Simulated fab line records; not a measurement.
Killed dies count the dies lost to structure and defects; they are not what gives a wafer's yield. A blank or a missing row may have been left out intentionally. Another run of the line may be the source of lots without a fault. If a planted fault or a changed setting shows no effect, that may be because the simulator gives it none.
A struck lot beside a sound one	flow n5-finfet	14 steps out of a route of 1938
Sound: wafers L612.2, L612.4, L612.6. Wafers L624.1, L624.4, L624.6 were the ones struck. The cause is named last.
Order at every step that has rows: each side's tool, ch and its chambers, its first start. Under that, the readings that differ: sound wafers	struck wafers	difference of the means	sigmas: that difference in standard deviations of wafers without a fault.
alike: readings with means less than 2 such deviations apart, plus words and numbers identical on both sides. not compared: withheld readings, readings lacking a value on some wafer, bounds such as >300 that could conceal the same value, and numbers that have no deviation in the record and whose values overlap.
A row with sigmas, a row that says differs or no value, or rows on one side alone: a step with any of these is where the two part. Numbers that don't overlap but have no deviation are shown without sigmas and don't part them. A reading that every wafer of one side lacks parts them only if that side has two wafers or more.

first, 3 steps without rows for these wafers: N5_FIN_SAQP_PRECLEAN_38 (cleans in O3/DIW, time 45 s); N5_FIN_SAQP_PRECLEAN_45 (cleans in dHF, time 10 s); N5_FIN_SAQP_SRD_39 (time 30 s).
N5_FIN_SAQP_OCD_MEAS_76:
  sound: ocd-01 at day 2 08:52; struck: ocd-01 at day 5 10:17
  alike: trench-depth-nm
N5_FIN_SAQP_INSPECT_40: inspects for defects (brightfield).
  sound: defect-inspect-01 at day 2 08:53; struck: defect-inspect-01 at day 5 10:19
  alike: raw-defect-count
then, 7 steps without rows for these wafers: N5_FIN_CUT_COAT_18 (time 60 s, resist thk 230 nm); N5_FIN_CUT_COAT_19 (time 60 s, resist thk 20 nm); N5_FIN_CUT_COAT_29 (time 60 s, resist thk 10 nm); N5_FIN_CUT_COAT_02 (resist thk 30 nm); N5_FIN_CUT_EBR_04; N5_FIN_CUT_SOFTBAKE_03 (time 60 s); N5_FIN_CUT_EXPOSE_05 (exposes mask FIN CUT).
N5_FIN_CUT_PEB_06: peb time 60 s.
  sound on litho-track-02 ch 0, day 2 09:10; struck on litho-track-02, day 5 10:40
  no value came back on the struck wafers for chill-plate-temp-C (C), exhaust-pa (Pa), plate-temp-C (C); on the sound wafers chill-plate-temp-C (C) reads 23.09 22.99 23.02
then, 1 step without rows for these wafers: N5_FIN_CUT_DEVELOP_07 (develop time 30 s).

== WHERE THEY PART ==
At N5_FIN_CUT_PEB_06 and nowhere else, as far as this record goes.

WHY: whatever the simulator had introduced
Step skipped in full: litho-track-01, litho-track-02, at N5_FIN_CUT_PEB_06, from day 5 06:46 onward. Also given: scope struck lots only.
